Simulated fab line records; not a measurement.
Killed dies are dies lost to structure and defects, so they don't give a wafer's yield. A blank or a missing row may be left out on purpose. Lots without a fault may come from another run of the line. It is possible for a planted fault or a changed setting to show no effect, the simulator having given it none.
fab line records -- flow n5_finfet
record lots=11, wafers=33, last_day=17
route steps=1938 shown BEOL_M5@1176 PASSIVATION@1936
lots that met no fault: taken from a fault-free run of the same line
start_h: start of the lot's first displayed wafer, in hours after the record's first day -- wait_h: how many hours have passed since the lot's step before this one -- " identical to the entry in the row above -- L1.1+2: several wafers, shown together as one row -- - no value, or no start was given -- * or withheld: withheld -- < > ~ a bound
route shown NAME@n: names a module that has steps shown in the file, with the first one's number in the route -- usual: mean/standard deviation of fault-free wafers -- same: alike in all rows -- chamber/n: place in a boat -- sites: per-site readings -- _std_site: standard deviation of those values -- _edge_site: mean of outer sites minus mean of inner sites -- radius_mm: how far each site lies from the wafer's centre -- mask NAME#n: copy n -- behind: the tool/chamber that last shaped the wafer -- hold: what put the lot on hold/how long, in hours/how the hold closed -- device: the transistor (n, p or np) that didn't switch -- end of line: at the end of the route, the tests of the same wafers -- a step with no rows: only its recipe -- killed: not the wafer's yield, but the dies lost to structure and defects at the first sort -- map: dies across one wafer; x = killed, . = not, _ = none there
set.NAME: the setting as run; set.NAME@STEP: as run at that earlier step -- model.NAME: the simulator's own value behind a step, which no gauge read
steps of the route over a sample of lots; a table a step, a row a wafer
services: a tool's chamber out of use, with start hour (start_h, from the record's first day; less than 0 if before it), hours out, and reason
## steps
# step N5_BEOL_M5_ANNEAL_49
# recipe temp_c=400, time_s=1800, ambient=vacuum
# usual heater_power_w=868/94
lot.wafer,tool,chamber,start_h,wait_h,heater_power_w
L142.2,pvd_sputter-03,-,192.76,0.0,1036
L142.4,pvd_sputter-03,-,192.76,0.0,746
L142.5,pvd_sputter-03,-,192.76,0.0,936
L143.1,pvd_sputter-02,-,197.86,0.0,970
L143.3,pvd_sputter-02,-,197.86,0.0,839
L143.5,pvd_sputter-02,-,197.86,0.0,827
L146.2,pvd_sputter-02,-,216.09,0.0,971
L146.3,pvd_sputter-02,-,216.09,0.0,943
L146.5,pvd_sputter-02,-,216.09,0.0,764
L147.1,pvd_sputter-03,-,221.14,0.0,1045
L147.3,pvd_sputter-03,-,221.14,0.0,729
L147.6,pvd_sputter-03,-,221.14,0.0,960
L150.2,pvd_sputter-03,-,246.62,0.0,1036
L150.5,pvd_sputter-03,-,246.62,0.0,964
L150.6,pvd_sputter-03,-,246.62,0.0,1039
L151.3,pvd_sputter-02,-,247.42,0.0,752
L151.4,pvd_sputter-02,-,247.42,0.0,953
L151.6,pvd_sputter-02,-,247.42,0.0,850
L153.2,pvd_sputter-02,-,258.09,0.0,817
L153.3,pvd_sputter-02,-,258.09,0.0,946
L153.6,pvd_sputter-02,-,258.09,0.0,955
L155.1,pvd_sputter-01,-,263.33,0.0,725
L155.3,pvd_sputter-01,-,263.33,0.0,883
L155.4,pvd_sputter-01,-,263.33,0.0,867
L156.1,pvd_sputter-03,-,274.90,0.0,740
L156.2,pvd_sputter-03,-,274.90,0.0,912
L156.6,pvd_sputter-03,-,274.90,0.0,940
L162.2,pvd_sputter-02,-,308.74,0.0,943
L162.5,pvd_sputter-02,-,308.74,0.0,929
L162.6,pvd_sputter-02,-,308.74,0.0,947
L163.4,pvd_sputter-01,-,313.96,0.0,735
L163.5,pvd_sputter-01,-,313.96,0.0,748
L163.6,pvd_sputter-01,-,313.96,0.0,727
# step N5_BEOL_M5_SPUTTER_88
# recipe material=Cu, target_thk_a=150, temp_c=-20, chamber_pressure_pa=0.07, power_w=withheld, time_s=27.62
# usual throttle_valve_pct=30.4/0.78
lot.wafer,tool,chamber,start_h,wait_h,throttle_valve_pct
L142.2,pvd_sputter-03,-,195.94,0.5,31.3
L142.4,pvd_sputter-03,-,195.94,0.5,30.4
L142.5,pvd_sputter-03,-,195.94,0.5,31.2
L143.1,pvd_sputter-02,-,201.04,0.5,29.0
L143.3,pvd_sputter-02,-,201.04,0.5,30.5
L143.5,pvd_sputter-02,-,201.04,0.5,30.5
L146.2,pvd_sputter-02,-,219.27,0.5,30.8
L146.3,pvd_sputter-02,-,219.27,0.5,28.9
L146.5,pvd_sputter-02,-,219.27,0.5,29.6
L147.1,pvd_sputter-03,-,224.32,0.5,31.2
L147.3,pvd_sputter-03,-,224.32,0.5,30.6
L147.6,pvd_sputter-03,-,224.32,0.5,31.0
L150.2,pvd_sputter-03,-,249.80,0.5,31.3
L150.5,pvd_sputter-03,-,249.80,0.5,31.4
L150.6,pvd_sputter-03,-,249.80,0.5,31.5
L151.3,pvd_sputter-02,-,250.60,0.5,29.7
L151.4,pvd_sputter-02,-,250.60,0.5,29.3
L151.6,pvd_sputter-02,-,250.60,0.5,30.5
L153.2,pvd_sputter-02,-,261.27,0.5,30.7
L153.3,pvd_sputter-02,-,261.27,0.5,29.1
L153.6,pvd_sputter-02,-,261.27,0.5,31.0
L155.1,pvd_sputter-01,-,266.51,0.5,29.7
L155.3,pvd_sputter-01,-,266.51,0.5,30.5
L155.4,pvd_sputter-01,-,266.51,0.5,29.7
L156.1,pvd_sputter-03,-,278.08,0.5,30.3
L156.2,pvd_sputter-03,-,278.08,0.5,31.3
L156.6,pvd_sputter-03,-,278.08,0.5,31.2
L162.2,pvd_sputter-02,-,311.92,0.5,29.0
L162.5,pvd_sputter-02,-,311.92,0.5,28.9
L162.6,pvd_sputter-02,-,311.92,0.5,30.9
L163.4,pvd_sputter-01,-,317.14,0.5,30.0
L163.5,pvd_sputter-01,-,317.14,0.5,30.4
L163.6,pvd_sputter-01,-,317.14,0.5,30.0
# step N5_BEOL_M5_ECD_50
# recipe material=Cu, target_thk_a=3000
lot.wafer,tool,chamber,start_h,wait_h
L142.2+4+5,ecd_cu-01,"0,1,0",197.14,0.1
L143.1+3+5,ecd_cu-02,"0,1,0",202.24,0.1
L146.2+3+5,ecd_cu-02,"0,1,1",220.47,0.1
L147.1+3+6,ecd_cu-02,"0,1,0",225.53,0.1
L150.2+5+6,ecd_cu-02,"1,0,1",251.01,0.1
L151.3+4+6,ecd_cu-01,"0,1,1",251.82,0.1
L153.2+3+6,ecd_cu-01,"0,0,1",262.47,0.1
L155.1+3+4,ecd_cu-02,"0,1,0",267.71,0.1
L156.1+2+6,ecd_cu-02,"1,0,1",279.28,0.1
L162.2+5+6,ecd_cu-01,"1,0,1",313.13,0.1
L163.4+5+6,ecd_cu-01,"1,1,0",318.37,0.1
# step N5_BEOL_M5_CMP_52
# recipe stop_on=SiCOH_lowk, t_overpolish_s=6.9, down_force_psi=1, platen_rpm=50, clearing_platen_down_force_psi=1.5, clearing_platen_rpm=50, post_cmp_clean=cu_alkaline, target_thk_nm=62, clearing_platen_pad_velocity_m_s=0.99484, pad_velocity_m_s=0.99484
# usual clearing_platen_rpm=49.999/0.025, head_pressure_psi=1.0000/0.0022, motor_current_A=6.0/0.58, retaining_ring_pressure_frac=1.000/0.0046, time_to_endpoint_s=61.1/2.4
lot.wafer,tool,chamber,start_h,wait_h,clearing_platen_rpm,head_pressure_psi,motor_current_A,retaining_ring_pressure_frac,time_to_endpoint_s
L142.2,cmp-02,2,197.60,0.2,49.988,0.9981,5.0,0.995,61.8
L142.4,cmp-02,1,197.60,0.2,49.947,1.0017,7.0,0.999,62.1
L142.5,cmp-02,3,197.60,0.2,49.985,0.9996,6.0,1.006,63.8
L143.1,cmp-01,0,202.64,0.3,50.005,1.0004,5.2,0.993,65.4
L143.3,cmp-01,1,202.64,0.3,50.013,0.9997,6.0,1.004,62.3
L143.5,cmp-01,0,202.64,0.3,50.003,1.0020,5.0,1.001,62.0
L146.3,cmp-03,3,221.11,0.2,49.946,0.9994,5.9,1.005,63.4
L146.2,cmp-03,0,221.11,0.2,50.016,0.9983,6.5,0.996,60.7
L146.5,cmp-03,3,221.11,0.2,50.011,0.9998,6.1,1.000,64.4
L147.3,cmp-02,0,225.95,0.2,50.041,0.9964,5.9,0.996,61.6
L147.1,cmp-02,2,225.95,0.2,50.019,1.0027,5.0,0.998,58.6
L147.6,cmp-02,3,225.95,0.2,50.020,0.9992,5.8,0.998,61.5
L150.2,cmp-03,2,251.39,0.2,49.994,0.9989,6.0,1.011,44.7
L150.6,cmp-03,2,251.39,0.2,50.013,1.0025,5.7,0.992,65.5
L150.5,cmp-03,3,251.39,0.2,49.984,1.0016,5.8,0.997,44.3
L151.3,cmp-01,2,252.22,0.2,50.025,1.0012,6.6,1.005,59.5
L151.4,cmp-01,3,252.22,0.2,49.985,1.0030,5.4,0.999,58.9
L151.6,cmp-01,2,252.22,0.2,50.000,1.0019,6.5,1.000,58.7
L153.3,cmp-01,0,263.52,0.7,50.064,1.0010,5.3,0.999,58.2
L153.2,cmp-01,3,263.52,0.7,49.986,0.9962,5.2,0.997,59.7
L153.6,cmp-01,1,263.52,0.7,49.990,0.9988,6.1,1.001,61.7
L155.4,cmp-03,2,268.10,0.1,49.998,0.9988,5.7,0.998,65.5
L155.1,cmp-03,3,268.10,0.1,50.002,0.9990,5.7,0.997,42.6
L155.3,cmp-03,1,268.10,0.1,50.028,0.9951,6.5,1.002,62.7
L156.2,cmp-01,1,279.66,0.2,50.015,1.0010,6.6,1.005,41.2
L156.1,cmp-01,2,279.66,0.2,50.000,1.0033,6.4,1.001,40.2
L156.6,cmp-01,1,279.66,0.2,49.990,0.9959,6.1,1.005,60.4
L162.2,cmp-02,3,313.98,0.3,49.999,0.9996,5.9,0.997,59.2
L162.6,cmp-02,0,313.98,0.3,50.020,1.0023,6.0,1.002,61.2
L162.5,cmp-02,1,313.98,0.3,50.043,0.9964,7.0,1.001,59.5
L163.4,cmp-01,3,318.84,0.2,49.984,1.0031,5.1,1.004,60.7
L163.5,cmp-01,0,318.84,0.2,50.011,0.9991,5.4,0.983,57.8
L163.6,cmp-01,1,318.84,0.2,50.006,0.9975,6.2,0.999,60.4
# step N5_BEOL_M5_THK_MEAS_53
# recipe thk_meas_gauge=xrf, reads=Cu_of_BEOL_M5_ECD_50
# usual M5_THK=61.3/1.6
lot.wafer,tool,chamber,start_h,wait_h,M5_THK[nm]
L142.2,film_metro-02,-,197.89,-,63.5
L142.4,film_metro-02,-,197.89,-,62.9
L142.5,film_metro-02,-,197.89,-,61.5
L143.1,film_metro-02,-,202.93,-,61.2
L143.3,film_metro-02,-,202.93,-,60.4
L143.5,film_metro-02,-,202.93,-,60.7
L146.2,film_metro-01,-,221.40,-,60.8
L146.3,film_metro-01,-,221.40,-,60.8
L146.5,film_metro-01,-,221.40,-,62.6
L147.1,film_metro-02,-,226.20,-,62.6
L147.3,film_metro-02,-,226.20,-,64.1
L147.6,film_metro-02,-,226.20,-,64.4
L150.2,film_metro-02,-,251.69,-,63.2
L150.5,film_metro-02,-,251.69,-,60.5
L150.6,film_metro-02,-,251.69,-,61.9
L151.3,film_metro-02,-,252.48,-,61.6
L151.4,film_metro-02,-,252.48,-,64.3
L151.6,film_metro-02,-,252.48,-,60.0
L153.2,film_metro-02,-,263.81,-,59.7
L153.3,film_metro-02,-,263.81,-,62.7
L153.6,film_metro-02,-,263.81,-,61.8
L155.1,film_metro-01,-,268.39,-,63.5
L155.3,film_metro-01,-,268.39,-,60.8
L155.4,film_metro-01,-,268.39,-,61.8
L156.1,film_metro-01,-,279.96,-,58.8
L156.2,film_metro-01,-,279.96,-,61.2
L156.6,film_metro-01,-,279.96,-,59.3
L162.2,film_metro-02,-,314.16,-,63.5
L162.5,film_metro-02,-,314.16,-,62.4
L162.6,film_metro-02,-,314.16,-,61.2
L163.4,film_metro-02,-,319.03,-,58.6
L163.5,film_metro-02,-,319.03,-,57.9
L163.6,film_metro-02,-,319.03,-,60.7
# step N5_PASSIVATION_PROBE_49
# usual defect_limited_yield=91.0/1.5, killed_at_M0_to_M3=36/12, killed_at_M4_up=14/5.5, killed_at_contacts=11/4.8, killed_at_front_end=42/12, killed_at_other=3.7/2.7, killed_dies=106/18, killed_on_rim=13/4.5, killed_open=70/13, killed_short=35/8.2, sort_bin_5_function=5.3/1, sort_bin_6_memory=3.3/0.69, sort_n_pass=1074/18, sort_yield_pct=91.0/1.5
# same gross_dies=1180, killed_at_back_side=0, sort_bin_4_leakage[%]=0, sort_bin_8_speed[%]=0
lot.wafer,tool,chamber,start_h,wait_h,defect_limited_yield[%],killed_at_M0_to_M3,killed_at_M4_up,killed_at_contacts,killed_at_front_end,killed_at_other,killed_dies,killed_on_rim,killed_open,killed_short,sort_bin_5_function[%],sort_bin_6_memory[%],sort_n_pass,sort_yield_pct[%]
L142.2,prober-02,-,297.34,0.1,89.7,34,24,13,49,1,121,19,75,39,5.4,3.9,1059,89.7
L142.4,prober-02,-,297.44,0.2,91.4,36,10,4,51,0,101,14,73,27,5.0,3.2,1079,91.4
L142.5,prober-02,-,297.49,0.2,89.5,54,14,14,41,1,124,18,76,46,6.4,3.7,1056,89.5
L143.1,prober-02,-,299.90,0.0,89.7,48,5,10,56,3,122,20,83,38,6.2,3.9,1058,89.7
L143.3,prober-02,-,300.00,0.1,91.9,49,13,6,27,1,96,4,71,25,4.4,3.6,1084,91.9
L143.5,prober-02,-,300.10,0.2,89.2,52,10,6,56,4,128,11,85,43,6.7,3.5,1052,89.2
L146.2,prober-01,-,315.88,0.1,90.5,45,14,5,44,4,112,12,72,37,5.4,3.7,1068,90.5
L146.3,prober-01,-,315.93,0.1,91.6,29,12,6,39,13,99,12,59,38,4.4,3.8,1081,91.6
L146.5,prober-01,-,316.03,0.2,88.6,40,29,13,45,7,134,20,85,45,6.6,4.4,1046,88.6
L147.1,prober-01,-,319.97,0.0,91.9,20,21,4,46,4,95,11,62,33,5.0,2.8,1085,91.9
L147.3,prober-01,-,320.07,0.1,90.6,40,11,7,44,9,111,15,77,33,5.8,3.5,1069,90.6
L147.6,prober-01,-,320.22,0.3,93.3,12,8,15,41,3,79,9,51,26,3.6,2.7,1101,93.3
L150.2,prober-01,-,339.86,0.1,90.0,41,14,8,52,3,118,9,70,47,6.2,3.3,1062,90.0
L150.5,prober-01,-,340.01,0.2,91.1,54,11,3,35,2,105,14,61,44,4.7,3.9,1075,91.1
L150.6,prober-01,-,340.06,0.3,91.9,41,10,8,34,3,96,14,56,40,3.6,4.0,1084,91.9
L153.2,prober-01,-,355.95,0.1,91.0,27,7,13,57,2,106,8,73,30,5.5,3.1,1074,91.0
L153.3,prober-01,-,356.00,0.1,90.9,43,9,10,40,5,107,3,72,34,5.6,3.0,1073,90.9
L153.6,prober-01,-,356.15,0.3,91.4,34,4,10,51,3,102,16,70,32,4.7,3.6,1078,91.4
L155.1,prober-01,-,363.64,0.0,90.3,39,24,7,44,1,115,11,62,47,6.2,3.1,1065,90.3
L155.3,prober-01,-,363.74,0.1,91.2,36,20,5,39,4,104,14,66,34,4.5,3.9,1076,91.2
L155.4,prober-01,-,363.79,0.2,92.7,15,22,4,44,1,86,10,55,27,4.2,2.9,1094,92.7
L162.2,prober-01,-,406.11,0.1,91.6,22,17,11,44,5,99,15,65,34,4.8,3.3,1081,91.6
L162.5,prober-01,-,406.26,0.2,92.8,26,11,8,36,4,85,6,53,28,4.1,2.8,1095,92.8
L162.6,prober-01,-,406.31,0.3,91.5,31,26,8,28,7,100,7,69,30,5.3,3.1,1080,91.5
L163.4,prober-01,-,413.60,0.2,92.9,26,20,16,18,4,84,14,54,29,4.5,2.5,1096,92.9
L163.5,prober-01,-,413.65,0.2,93.3,26,6,8,26,13,79,10,55,23,3.8,2.8,1101,93.3
L163.6,prober-01,-,413.70,0.3,93.2,28,8,10,31,3,80,9,51,25,3.4,3.2,1100,93.2
# killed by level:class
L142.2 STI_FIN_REVEAL:geometric_particle:open=14 MOL_CONTACT_COAG:geometric_particle:open=10 BEOL_M3:geometric_particle:open=9 BEOL_M2:geometric_particle:open=8 HKMG_FIN:area_etch=7 BEOL_M4:geometric_particle:open=6 BEOL_M0_SAQP:geometric_particle:short=5 DUMMY_GATE:geometric_particle:open=4
L142.4 STI_FIN_REVEAL:geometric_particle:open=18 BEOL_M0_SAQP:geometric_particle:open=11 BEOL_M1:geometric_particle:open=6 BEOL_M2:geometric_particle:open=6 FIN_SAQP:geometric_particle:open=5 GATE_CUT:geometric_particle:short=5 STARTING-WAFER:geometric_particle:open=5 BEOL_M5:geometric_particle:open=4
L142.5 BEOL_M0_SAQP:geometric_particle:short=16 MOL_CONTACT_COAG:geometric_particle:open=13 BEOL_M2:geometric_particle:open=11 BEOL_M0_SAQP:geometric_particle:open=9 STI_FIN_REVEAL:geometric_particle:open=8 DUMMY_GATE:geometric_particle:open=8 BEOL_M3:geometric_particle:open=7 BEOL_M4:geometric_particle:open=6
L143.1 STI_FIN_REVEAL:geometric_particle:open=21 BEOL_M3:geometric_particle:open=12 FIN_SAQP:geometric_particle:open=9 MOL_CONTACT_COAG:geometric_particle:open=8 BEOL_M0_SAQP:geometric_particle:open=8 BEOL_M0_SAQP:geometric_particle:short=6 GATE_CUT:geometric_particle:short=6 BEOL_M1:geometric_particle:open=5
L143.3 BEOL_M1:geometric_particle:open=11 BEOL_M0:geometric_particle:open=11 BEOL_M0_SAQP:geometric_particle:open=8 BEOL_M3:geometric_particle:open=8 GATE_CUT:geometric_particle:short=6 STI_FIN_REVEAL:geometric_particle:open=6 BEOL_M4:geometric_particle:open=6 FIN_SAQP:geometric_particle:open=5
L143.5 FIN_SAQP:geometric_particle:open=16 BEOL_M0_SAQP:geometric_particle:open=16 BEOL_M0_SAQP:geometric_particle:short=13 STI_FIN_REVEAL:geometric_particle:open=9 FIN_SAQP:geometric_particle:short=8 BEOL_M1:geometric_particle:open=7 BEOL_M3:geometric_particle:open=7 GATE_CUT:geometric_particle:short=5
L146.2 BEOL_M2:geometric_particle:open=14 BEOL_M0_SAQP:geometric_particle:open=11 FIN_SAQP:geometric_particle:short=10 FIN_SAQP:geometric_particle:open=9 BEOL_M0_SAQP:geometric_particle:short=9 DUMMY_GATE:geometric_particle:open=7 BEOL_M3:geometric_particle:open=6 BEOL_M4:geometric_particle:open=6
L146.3 FIN_SAQP:geometric_particle:short=12 BEOL_M0_SAQP:geometric_particle:short=8 FIN_SAQP:geometric_particle:open=7 MIM_TOP_ETCH:geometric_particle:open=6 MOL_CONTACT_COAG:geometric_particle:open=6 BEOL_M2:geometric_particle:open=6 GATE_CUT:geometric_particle:short=5 STI_FIN_REVEAL:geometric_particle:open=4
L146.5 BEOL_M4:geometric_particle:open=17 BEOL_M0_SAQP:geometric_particle:short=11 FIN_SAQP:geometric_particle:open=10 MOL_CONTACT_COAG:geometric_particle:open=10 FIN_SAQP:geometric_particle:short=8 GATE_CUT:geometric_particle:short=8 BEOL_M2:geometric_particle:open=8 GATE_CUT:geometric_particle:open=5
L147.1 FIN_SAQP:geometric_particle:open=9 BEOL_M5:geometric_particle:open=8 FIN_SAQP:geometric_particle:short=7 DUMMY_GATE:geometric_particle:open=6 GATE_CUT:geometric_particle:short=6 STI_FIN_REVEAL:geometric_particle:open=5 BEOL_M0_SAQP:geometric_particle:open=4 BEOL_M2:geometric_particle:open=4
L147.3 STI_FIN_REVEAL:geometric_particle:open=13 BEOL_M3:geometric_particle:open=9 FIN_SAQP:geometric_particle:open=8 DUMMY_GATE:geometric_particle:open=7 BEOL_M0_SAQP:geometric_particle:open=7 BEOL_M2:geometric_particle:open=7 BEOL_M1:geometric_particle:open=6 PASS1_CAP:geometric_particle:short=6
L147.6 STI_FIN_REVEAL:geometric_particle:open=14 MOL_CONTACT_COAG:geometric_particle:open=11 FIN_SAQP:geometric_particle:short=7 BEOL_M3:geometric_particle:open=5 DUMMY_GATE:geometric_particle:open=5 GATE_CUT:geometric_particle:short=5 MOL_CONTACT_COAG:geometric_particle:short=4 BEOL_M2:geometric_particle:open=4
L150.2 DUMMY_GATE:geometric_particle:open=12 BEOL_M0:geometric_particle:open=10 BEOL_M0_SAQP:geometric_particle:short=9 FIN_SAQP:geometric_particle:open=8 BEOL_M2:geometric_particle:open=8 DUMMY_GATE:geometric_particle:short=7 BEOL_M2:geometric_particle:short=6 FIN_SAQP:geometric_particle:short=5
L150.5 BEOL_M0_SAQP:geometric_particle:short=23 BEOL_M0_SAQP:geometric_particle:open=14 FIN_SAQP:geometric_particle:open=13 STI_FIN_REVEAL:geometric_particle:open=6 BEOL_M3:geometric_particle:open=6 BEOL_M2:geometric_particle:short=5 DUMMY_GATE:geometric_particle:open=4 FIN_SAQP:geometric_particle:short=3
L150.6 BEOL_M0_SAQP:geometric_particle:short=12 GATE_CUT:geometric_particle:short=10 BEOL_M2:geometric_particle:open=9 FIN_SAQP:geometric_particle:open=8 BEOL_M0_SAQP:geometric_particle:open=8 MOL_CONTACT_COAG:geometric_particle:open=6 STARTING-WAFER:geometric_particle:short=4 BEOL_M11:geometric_particle:open=4
L153.2 DUMMY_GATE:geometric_particle:open=18 MOL_CONTACT_COAG:geometric_particle:open=10 STI_FIN_REVEAL:geometric_particle:open=9 FIN_SAQP:geometric_particle:open=7 STARTING-WAFER:geometric_particle:short=7 BEOL_M2:geometric_particle:open=6 BEOL_M0_SAQP:geometric_particle:short=5 BEOL_M0_SAQP:geometric_particle:open=5
L153.3 STI_FIN_REVEAL:geometric_particle:open=12 BEOL_M2:geometric_particle:open=9 BEOL_M0_SAQP:geometric_particle:open=8 FIN_SAQP:geometric_particle:open=6 MOL_CONTACT_COAG:geometric_particle:open=6 BEOL_M0_SAQP:geometric_particle:short=6 BEOL_M1:geometric_particle:open=6 DUMMY_GATE:geometric_particle:open=4
L153.6 STI_FIN_REVEAL:geometric_particle:open=16 BEOL_M0_SAQP:geometric_particle:short=13 MOL_CONTACT_COAG:geometric_particle:open=10 FIN_SAQP:geometric_particle:open=9 DUMMY_GATE:geometric_particle:open=7 BEOL_M0_SAQP:geometric_particle:open=6 BEOL_M1:geometric_particle:open=5 GATE_CUT:geometric_particle:short=4
L155.1 FIN_SAQP:geometric_particle:short=16 BEOL_M0_SAQP:geometric_particle:short=11 BEOL_M4:geometric_particle:open=10 BEOL_M2:geometric_particle:open=8 GATE_CUT:geometric_particle:short=7 BEOL_M0_SAQP:geometric_particle:open=7 MOL_CONTACT_COAG:geometric_particle:open=6 FIN_SAQP:geometric_particle:open=4
L155.3 BEOL_M0_SAQP:geometric_particle:short=11 FIN_SAQP:geometric_particle:short=9 BEOL_M2:geometric_particle:open=9 BEOL_M4:geometric_particle:open=8 FIN_SAQP:geometric_particle:open=6 BEOL_M5:geometric_particle:open=5 FIN_CUT:geometric_particle:open=4 GATE_CUT:geometric_particle:open=4
L155.4 BEOL_M4:geometric_particle:open=10 FIN_SAQP:geometric_particle:open=7 GATE_CUT:geometric_particle:short=6 GATE_CUT:geometric_particle:open=6 FIN_SAQP:geometric_particle:short=5 DUMMY_GATE:geometric_particle:open=5 MOL_CONTACT_COAG:geometric_particle:open=4 BEOL_M0_SAQP:geometric_particle:open=4
L162.2 FIN_SAQP:geometric_particle:open=12 BEOL_M4:geometric_particle:open=10 MOL_CONTACT_COAG:geometric_particle:open=9 GATE_CUT:geometric_particle:short=8 FIN_SAQP:geometric_particle:short=7 DUMMY_GATE:geometric_particle:open=5 BEOL_M0_SAQP:geometric_particle:open=5 BEOL_M3:geometric_particle:open=5
L162.5 BEOL_M3:geometric_particle:open=7 FIN_SAQP:geometric_particle:short=6 BEOL_M1:geometric_particle:open=6 FIN_SAQP:geometric_particle:open=5 DUMMY_GATE:geometric_particle:open=5 MOL_CONTACT_COAG:geometric_particle:open=5 BEOL_M1:geometric_particle:short=4 BEOL_M2:geometric_particle:open=4
L162.6 BEOL_M4:geometric_particle:open=13 BEOL_M5:geometric_particle:open=9 DUMMY_GATE:geometric_particle:open=7 MOL_CONTACT_COAG:geometric_particle:open=7 BEOL_M1:geometric_particle:open=7 BEOL_M2:geometric_particle:open=7 BEOL_M3:geometric_particle:open=5 BEOL_M3:geometric_particle:short=5
L163.4 MOL_CONTACT_COAG:geometric_particle:open=11 BEOL_M4:geometric_particle:short=10 BEOL_M0_SAQP:geometric_particle:open=6 BEOL_M2:geometric_particle:open=6 BEOL_M3:geometric_particle:open=6 MOL_CONTACT_COAG:geometric_particle:short=5 DUMMY_GATE:geometric_particle:open=4 FIN_SAQP:geometric_particle:open=3
L163.5 BEOL_M3:geometric_particle:open=10 FIN_SAQP:geometric_particle:open=6 MOL_CONTACT_COAG:geometric_particle:open=6 BEOL_M0:geometric_particle:open=6 ILD0:geometric_particle:open=4 STARTING-WAFER:geometric_particle:short=4 DUMMY_GATE:geometric_particle:open=3 BEOL_M0_SAQP:geometric_particle:open=3
L163.6 BEOL_M3:geometric_particle:open=11 MOL_CONTACT_COAG:geometric_particle:open=9 GATE_CUT:geometric_particle:short=7 BEOL_M0_SAQP:geometric_particle:open=7 STI_FIN_REVEAL:geometric_particle:open=6 ILD0:geometric_particle:short=4 BEOL_M4:geometric_particle:short=4 BEOL_M0:geometric_particle:open=3
## services
tool,chamber,start_h,hours,kind
cmp-01,-,176.78,0.4,repair
ecd_cu-01,-,179.56,4.6,repair
cmp-02,-,214.94,0.6,repair
ecd_cu-02,-,218.92,0.9,repair
ecd_cu-01,-,225.48,2.3,repair
cmp-01,-,231.10,4.0,pm
cmp-01,-,235.10,-,consumable_replace:conditioner
cmp-01,-,235.10,-,consumable_replace:pad
cmp-01,-,242.23,1.7,repair
cmp-01,-,244.76,2.1,repair
cmp-02,-,246.27,2.4,repair
cmp-01,-,250.14,0.8,repair
cmp-03,-,262.13,4.7,pm
cmp-03,-,276.42,4.0,pm
cmp-01,-,280.40,2.6,repair
cmp-03,-,280.42,-,consumable_replace:conditioner
cmp-03,-,280.42,-,consumable_replace:pad
cmp-02,-,311.51,1.6,repair
## key
first_sign step=N5_BEOL_M5_CMP_52, reading=time_to_endpoint_s, direction=down, sigmas=7.7, usual=*, struck=*
effect none on later readings
met_at N5_BEOL_M5_ECD_50
struck_lots L150,L155,L156
struck_wafers L150.2,L150.5,L155.1,L156.1,L156.2
not_acting_at N5_BEOL_M5_ANNEAL_49,N5_BEOL_M5_SPUTTER_88,N5_BEOL_M5_THK_MEAS_53
onset_between 225.53 251.01
fault kind=process_parameter_drift, tool=ecd_cu-02, chamber=-, onset_h=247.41, steps=N5_BEOL_M5_ECD_50, channel=target_thk_a, offset=*, shape=step, end_h=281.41, scope=struck_wafers_only, acts_in=*, stated=*
